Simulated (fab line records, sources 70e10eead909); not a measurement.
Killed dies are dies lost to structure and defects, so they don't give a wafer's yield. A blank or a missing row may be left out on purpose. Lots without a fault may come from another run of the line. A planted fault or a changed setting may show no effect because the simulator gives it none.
fab line records | flow nand_harc
record lots=6 wafers=18 last_day=24
route steps=1159 shown P_M2@330 END@1159
lots that met no fault: from a run of the same line without faults
start_h: hours from the record's first day to the start of the lot's first wafer shown | wait_h: hours since the lot's step before | " the same as in the row above | L1.1+2: a row that stands for several wafers | - no value, or no start given | * or withheld: withheld | < > ~ a bound
route shown NAME@n: a module of which the file shows steps, and the number in the route of the first | usual: mean/standard deviation of fault-free wafers | same: alike in all rows | chamber/n: place in a boat | sites: the reading at each site | _std_site: their standard deviation | _edge_site: outer sites' mean less inner sites' | radius_mm: how far each site lies from the wafer's centre | mask NAME#n: copy n | behind: the tool/chamber that last shaped the wafer | hold: why the lot was held/for how many hours/how that ended | device: the transistor (n, p or np) that didn't switch | end of line: the same wafers' tests at the end of the route | a step without rows: its recipe alone | killed: dies lost to structure and defects at the first sort, not the wafer's yield | map: a wafer's dies, x killed, . not, _ none there
set.NAME: the setting as run; set.NAME@STEP: as run at that earlier step | model.NAME: the simulator's own value behind a step, which no gauge read
lots at some steps of the route; a table a step, a row a wafer
services: from which hour (start_h, from the record's first day; less than 0 if before it) a tool's chamber was out of use, for how many hours, and why
## steps
# step NHARC_P_M2_INSPECT_11
# usual raw_defect_count=4.3/2.8
# columns lot.wafer tool chamber start_h wait_h raw_defect_count
L992.3 defect_inspect-02 - 142.49 0.0 4
L992.4 " - " " 6
L992.5 " - " " 3
L993.4 defect_inspect-02 - 145.15 0.0 2
L993.5 " - " " 5
L993.6 " - " " 2
L997.2 defect_inspect-01 - 174.58 0.0 11
L997.3 " - " " 3
L997.4 " - " " 3
L999.1 defect_inspect-01 - 178.27 0.0 1
L999.2 " - " " 2
L999.4 " - " " 6
L107.2 defect_inspect-01 - 232.64 0.0 4
L107.3 " - " " 8
L107.6 " - " " 10
L110.4 defect_inspect-02 - 253.64 0.0 5
L110.5 " - " " 1
L110.6 " - " " 3
# step NHARC_P_M2_DESCUM_14
# recipe time_s=3 o2_flow_sccm=200 ar_flow_sccm=0 bias_power_w=0 chemistry=O2
# step NHARC_P_M2_ETCH_35
# recipe target_depth_a=400 overetch_a=120 time_s=43.94 ion_energy_ev=200 n2_flow_sccm=150 h2_flow_sccm=150 ar_flow_sccm=0 rf_w=400 bias_w=150 chemistry=N2/H2
# step NHARC_P_M2_ETCH_15
# recipe target_depth_a=1825 time_s=91.2 c4f8_flow_sccm=withheld ar_flow_sccm=400 rf_w=600 bias_w=300 chemistry=C4F8/Ar
# usual oes_product_au=0.949/0.021 rf_vpp_V=441/3.2
# columns lot.wafer tool chamber start_h wait_h oes_product_au rf_hours_counter_h rf_vpp_V
L992.4 rie_diel-08 3 - - 0.964 0 444
L992.3 " 0 " " 0.965 0 440
L992.5 " 0 " " 0.967 - 440
L993.4 rie_diel-08 3 - - 0.953 1 445
L993.6 " 3 " " 0.948 - 443
L993.5 " 0 " " 0.957 - 442
L997.4 rie_diel-08 3 - - 0.956 2 444
L997.3 " 0 " " 0.949 2 441
L997.2 " 1 " " 0.962 2 436
L999.4 rie_diel-08 0 - - 0.968 2 441
L999.1 " 1 " " 0.953 2 439
L999.2 " 2 " " 0.961 2 445
L107.3 rie_diel-08 1 - - 0.920 5 436
L107.2 " 0 " " 0.923 4 441
L107.6 " 2 " " 0.930 - 445
L110.4 rie_diel-08 3 - - 0.925 6 444
L110.6 " 1 " " 0.914 - 437
L110.5 " 2 " " 0.924 - 445
# step NHARC_P_M2_CD_MEAS_16
# usual cd_nm=169.8/0.6
# columns lot.wafer tool chamber start_h wait_h cd_nm
L992.3 cd_sem-03 - 143.03 - 169.9
L992.4 " - " " 169.9
L992.5 " - " " 169.6
L993.4 cd_sem-01 - 145.53 - 170.5
L993.5 " - " " 169.5
L993.6 " - " " 169.4
L997.2 cd_sem-03 - 175.00 - 171.0
L997.3 " - " " 170.8
L997.4 " - " " 170.3
L999.1 cd_sem-01 - 178.64 - 170.2
L999.2 " - " " 169.8
L999.4 " - " " 170.4
L107.2 cd_sem-02 - 233.01 - 168.7
L107.3 " - " " 169.5
L107.6 " - " " 168.6
L110.4 cd_sem-02 - 254.02 - 169.8
L110.5 " - " " 169.4
L110.6 " - " " 169.6
# step NHARC_P_M2_STRIP_18
# recipe power_w=1000 n2_flow_sccm=150 h2_flow_sccm=150 ar_flow_sccm=0 bias_w=0 chemistry=N2/H2
# usual drypump_motor_current_A=5.99/0.29 oes_product_au=1.000/0.0078 rf_vpp_V=90.8/1.1 showerhead_plenum_p_Torr=2.07/0.11 throttle_valve_pct=14.171/0.0081
# columns lot.wafer tool chamber start_h wait_h drypump_motor_current_A oes_product_au rf_hours_counter_h rf_vpp_V showerhead_plenum_p_Torr throttle_valve_pct
L992.4 rie_diel-08 1 143.10 0.1 5.81 1.009 0 90.2 1.90 14.159
L992.3 " 0 " " 6.48 1.000 0 90.1 2.04 14.174
L992.5 " 1 " " 5.81 1.011 - 91.0 1.90 14.179
L993.4 rie_diel-08 1 145.65 0.1 5.79 1.009 1 91.5 1.90 14.178
L993.5 " 3 " " 5.72 1.015 - 90.9 2.17 14.173
L993.6 " 0 " " 6.50 0.996 - 90.0 2.04 14.184
L997.2 rie_diel-08 3 175.07 0.1 5.75 1.000 2 92.6 2.17 14.161
L997.4 " 0 " " 6.51 0.997 2 89.9 2.04 14.159
L997.3 " 1 " " 5.84 0.996 2 89.5 1.90 14.171
L999.1 rie_diel-08 2 178.71 0.1 6.16 1.014 2 91.3 2.15 14.183
L999.2 " 3 " " 5.72 1.002 2 90.8 2.17 14.179
L999.4 " 0 " " 6.48 1.004 2 89.4 2.04 14.156
L107.2 rie_diel-01 3 233.08 0.1 5.69 0.993 11 88.5 1.89 14.165
L107.3 " 0 " " 6.16 1.002 19 92.1 2.09 14.165
L107.6 " 3 " " 5.71 0.991 - 89.3 1.89 14.162
L110.4 rie_diel-08 3 254.08 0.1 5.69 1.011 6 91.3 2.17 14.182
L110.5 " 3 " " 5.70 1.013 - 91.3 2.17 14.157
L110.6 " 0 " " 6.53 1.005 - 90.9 2.04 14.178
# step NHARC_P_M2_ETCH_28
# recipe target_depth_a=300 over_etch_frac=0.3 time_s=72.99 ion_energy_ev=150 cf4_flow_sccm=50 n2_flow_sccm=100 ar_flow_sccm=150 rf_w=300 bias_w=100 chemistry=CF4/N2
# step NHARC_P_M2_STRIP_19
# recipe time_s=600 temp_c=30 chemistry=post_etch_residue_remover
# step NHARC_P_M2_DEGAS_29
# recipe temp_c=250 time_s=60
# usual heater_power_w=333/41
# columns lot.wafer tool chamber start_h wait_h heater_power_w
L992.4 pvd_sputter-02 - 143.74 - 431
L992.3 " - " " 384
L992.5 " - " " 432
L993.4 pvd_sputter-02 - 146.26 - 345
L993.5 " - " " 419
L993.6 " - " " 381
L997.3 pvd_sputter-03 - 175.72 - 342
L997.2 " - " " 277
L997.4 " - " " 332
L999.1 pvd_sputter-02 - 179.35 - 306
L999.2 " - " " 429
L999.4 " - " " 350
L107.2 pvd_sputter-01 - 233.80 - 326
L107.3 " - " " 307
L107.6 " - " " 319
L110.4 pvd_sputter-01 - 254.74 - 319
L110.6 " - " " 308
L110.5 " - " " 316
# step NHARC_P_M2_PRE_CLEAN_30
# recipe time_s=30 temp_c=280 gas=H2/He
# usual heater_power_w=408/49
# columns lot.wafer tool chamber start_h wait_h heater_power_w
L992.4 pvd_sputter-02 - - - 525
L992.3 " - " " 473
L992.5 " - " " 464
L993.4 pvd_sputter-02 - - - 417
L993.5 " - " " 457
L993.6 " - " " 433
L997.4 pvd_sputter-03 - - - 429
L997.2 " - " " 331
L997.3 " - " " 412
L999.2 pvd_sputter-02 - - - 428
L999.4 " - " " 366
L999.1 " - " " 523
L107.2 pvd_sputter-01 - - - 457
L107.3 " - " " 395
L107.6 " - " " 356
L110.4 pvd_sputter-01 - - - 394
L110.6 " - " " 382
L110.5 " - " " 402
# step NHARC_P_M2_PVD_20
# recipe target_thk_a=50 bias_v=168.6 power_w=15000 chamber_pressure_pa=0.12 time_s=8.06 substrate_temp_c=50 material=TaN
# usual cathode_dc_power_W=15000/2.6 throttle_valve_pct=30.6/0.77
# columns lot.wafer tool chamber start_h wait_h cathode_dc_power_W throttle_valve_pct
L992.4 pvd_sputter-02 - - - 14998 31.1
L992.3 " - " " 15002 29.8
L992.5 " - " " 14997 31.4
L993.4 pvd_sputter-02 - - - 15000 29.3
L993.6 " - " " 15002 31.5
L993.5 " - " " 15000 31.4
L997.2 pvd_sputter-03 - - - 14997 30.4
L997.4 " - " " 15000 31.8
L997.3 " - " " 14998 29.7
L999.4 pvd_sputter-02 - - - 14997 31.5
L999.1 " - " " 15004 29.8
L999.2 " - " " 15001 29.3
L107.2 pvd_sputter-01 - - - 14997 30.2
L107.3 " - " " 15005 30.7
L107.6 " - " " 15003 30.9
L110.4 pvd_sputter-01 - - - 14994 30.1
L110.6 " - " " 15001 30.8
L110.5 " - " " 14994 31.0
# step NHARC_P_M2_PVD_21
# recipe target_thk_a=300 chamber_pressure_pa=5 power_w=5000 substrate_temp_c=30 time_s=20.49 material=Cu
# step NHARC_P_M2_ECD_22
# recipe target_thk_a=4000 bath_temp_c=25 material=Cu
# columns lot.wafer tool chamber start_h wait_h
L992.4+3+5 ecd_cu-02 1,0,0 144.19 -
L993.4+6+5 ecd_cu-01 1,1,0 146.71 -
L997.2+3+4 ecd_cu-02 1,1,0 176.07 -
L999.1+2+4 ecd_cu-02 0,1,1 179.72 -
L107.2+3+6 ecd_cu-01 0,0,1 234.16 -
L110.4+5+6 ecd_cu-01 0,0,1 255.20 -
# step NHARC_P_M2_ANNEAL_31
# recipe temp_c=225 time_s=90
# step NHARC_P_M2_CMP_23
# recipe t_overpolish_s=20 target_thk_nm=144.3
# usual motor_current_A=12.1/1.1 time_to_endpoint_s=29.4/2.2
# columns lot.wafer tool chamber start_h wait_h motor_current_A time_to_endpoint_s
L992.3 cmp-02 1 144.82 - 12.5 28.4
L992.4 " 0 " " 12.6 26.8
L992.5 " 2 " " 10.1 23.1
L993.4 cmp-04 0 147.44 - 11.9 30.0
L993.6 " 1 " " 11.7 31.1
L993.5 " 2 " " 11.6 30.3
L997.4 cmp-02 0 176.81 - 12.8 15.4
L997.3 " 1 " " 12.5 29.8
L997.2 " 2 " " 10.2 26.5
L999.2 cmp-02 2 180.45 - 10.4 25.3
L999.1 " 3 " " 14.9 14.2
L999.4 " 0 " " 13.5 29.6
L107.2 cmp-04 3 234.88 - 12.4 32.5
L107.3 " 1 " " 11.1 31.0
L107.6 " 0 " " 11.7 31.5
L110.4 cmp-02 3 255.87 - 14.4 26.2
L110.5 " 1 " " 12.1 27.3
L110.6 " 2 " " 10.5 26.7
# step NHARC_P_M2_THK_MEAS_24
# recipe thk_meas_gauge=xrf
# usual thk_nm=144.8/1.5
# columns lot.wafer tool chamber start_h wait_h thk_nm
L992.3 film_metro-01 - 145.13 - 143.5
L992.4 " - " " 143.3
L992.5 " - " " 142.9
L993.4 film_metro-02 - 147.68 - 142.7
L993.5 " - " " 143.4
L993.6 " - " " 145.5
L997.2 film_metro-02 - 177.10 - 142.2
L997.3 " - " " 144.3
L997.4 " - " " 143.8
L999.1 film_metro-02 - 180.76 - 145.3
L999.2 " - " " 144.6
L999.4 " - " " 143.9
L107.2 film_metro-02 - 235.20 - 145.0
L107.3 " - " " 143.3
L107.6 " - " " 143.5
L110.4 film_metro-02 - 256.13 - 144.4
L110.5 " - " " 145.5
L110.6 " - " " 144.3
# step NHARC_END_SORT_01
# recipe temp_c=25
# usual defect_limited_yield=95.4/1.5 killed_at_array=26/9.6 killed_at_other=0.7/0.92 killed_at_periphery=3.8/2.7 killed_dies=31/10 killed_open=3.3/1.7 killed_short=1.8/1.3 sort_bin_2_pct=1.4/0.62 sort_bin_3_pct=0.23/0.21 sort_bin_4_pct=2.9/0.95 sort_n_pass=646/10 sort_rim_yield_pct=94/3.2 sort_yield_pct=95.4/1.5
# same gross_dies=677 sort_bin_5_pct[%]=0 sort_bin_6_pct[%]=0 sort_bin_7_pct[%]=0 sort_bin_8_pct[%]=0 sort_rim_n_gross=106.00
# columns lot.wafer tool chamber start_h wait_h defect_limited_yield[%] killed_at_array killed_at_other killed_at_periphery killed_dies killed_open killed_short sort_bin_2_pct[%] sort_bin_3_pct[%] sort_bin_4_pct[%] sort_n_pass sort_rim_yield_pct[%] sort_yield_pct[%]
L999.1 prober-02 0 486.10 2.5 94.7 33 1 2 36 4 2 1.5 0.44 3.4 641 95 94.7
L999.2 prober-02 0 486.91 2.8 93.8 37 3 2 42 4 3 1.9 0.44 3.8 635 92 93.8
L999.4 prober-02 0 488.53 3.4 95.9 26 1 1 28 0 2 1.9 0.15 2.1 649 96 95.9
L107.2 prober-02 0 553.22 2.8 96.6 19 0 4 23 3 0 0.7 0.15 2.5 654 93 96.6
L107.3 prober-02 0 554.01 3.1 95.1 24 1 8 33 6 2 1.5 0.44 3.0 644 91 95.1
L107.6 prober-02 0 556.38 4.0 95.0 26 0 8 34 6 0 1.6 0 3.4 643 85 95.0
# killed by level:class
L999.1 A_CHANNEL_HOLE_D1:chamber_film_flake=13 A_SLIT:chamber_film_flake=11 A_ZERO_WELL:chamber_film_flake=2 A_WL_FILL:chamber_film_flake=2 P_GATE:geometric_particle:short=1 A_CHANNEL_HOLE_D1:geometric_particle:open=1 A_CHANNEL_FILL_D1:geometric_particle:open=1 A_WL_FILL:geometric_particle:open=1
L999.2 A_CHANNEL_HOLE_D1:chamber_film_flake=19 A_SLIT:chamber_film_flake=9 A_WL_FILL:geometric_particle:short=3 A_STAIRCASE:chamber_film_flake=2 THIN_TSV:chamber_film_flake=2 P_GATE:geometric_particle:open=1 A_CHANNEL_FILL_D1:geometric_particle:open=1 A_WL_FILL:geometric_particle:open=1
L999.4 A_CHANNEL_HOLE_D1:chamber_film_flake=11 A_SLIT:chamber_film_flake=7 A_SGD_CUT:chamber_film_flake=3 A_CONTACT:chamber_film_flake=2 A_M0:geometric_particle:short=1 A_M1:geometric_particle:short=1 P_GATE:chamber_film_flake=1 A_ZERO_WELL:chamber_film_flake=1
L107.2 A_SLIT:chamber_film_flake=7 A_CONTACT:chamber_film_flake=4 A_CHANNEL_HOLE_D1:chamber_film_flake=3 P_CONTACT:geometric_particle:open=2 A_CHANNEL_FILL_D1:chamber_film_flake=2 A_SGD_CUT:geometric_particle:open=1 P_GATE:chamber_film_flake=1 P_M0:chamber_film_flake=1
L107.3 A_SLIT:chamber_film_flake=11 A_CHANNEL_HOLE_D1:chamber_film_flake=4 P_M0:chamber_film_flake=3 A_CONTACT:chamber_film_flake=2 P_GATE:geometric_particle:open=1 P_M0:geometric_particle:short=1 P_M0:geometric_particle:open=1 A_ONON_D1:geometric_particle:short=1
L107.6 A_SLIT:chamber_film_flake=11 P_M0:chamber_film_flake=4 A_CHANNEL_HOLE_D1:chamber_film_flake=4 A_WL_FILL:geometric_particle:open=3 A_CHANNEL_FILL_D1:chamber_film_flake=3 A_STAIRCASE:chamber_film_flake=3 P_CONTACT:geometric_particle:open=2 P_ZERO_WELL:chamber_film_flake=2
## services
# columns tool chamber start_h hours kind
rie_diel-08 - 124.85 9.0 pm
cmp-02 - 128.50 4.0 pm
cmp-02 - 134.29 1.5 repair
rie_diel-01 - 137.80 9.0 pm
rie_diel-08 - 141.20 1.0 repair
cmp-02 - 145.79 3.1 repair
ecd_cu-01 - 150.39 1.9 repair
pvd_sputter-01 - 158.00 10.0 pm
cmp-02 - 173.00 0.4 repair
pvd_sputter-01 - 179.54 2.9 repair
ecd_cu-02 - 180.02 8.0 pm
cmp-04 - 181.05 0.7 repair
ecd_cu-01 - 195.23 9.1 repair
pvd_sputter-02 - 195.66 9.3 repair
cmp-02 - 195.89 4.7 repair
cmp-04 - 203.17 4.0 pm
rie_diel-08 2 204.65 9.6 repair
rie_diel-08 0 212.16 3.6 repair
pvd_sputter-02 - 214.04 10.0 pm
cmp-02 - 226.50 4.0 pm
cmp-02 - 233.37 2.2 repair
rie_diel-08 1 236.58 2.9 repair
cmp-04 - 242.97 0.8 repair
pvd_sputter-02 - 249.42 1.5 repair
## key
first_sign step=NHARC_P_M2_CMP_23 reading=time_to_endpoint_s direction=down sigmas=6.7 usual=* struck=*
effect none on later readings
met_at NHARC_P_M2_ECD_22
struck_wafers L997.4,L999.1
onset_between 144.19 176.07
fault kind=process_parameter_drift tool=ecd_cu-02 chamber=0 onset_h=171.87 steps=NHARC_P_M2_ECD_22 channel=target_thk_a offset=* shape=step acts_in=* stated=*
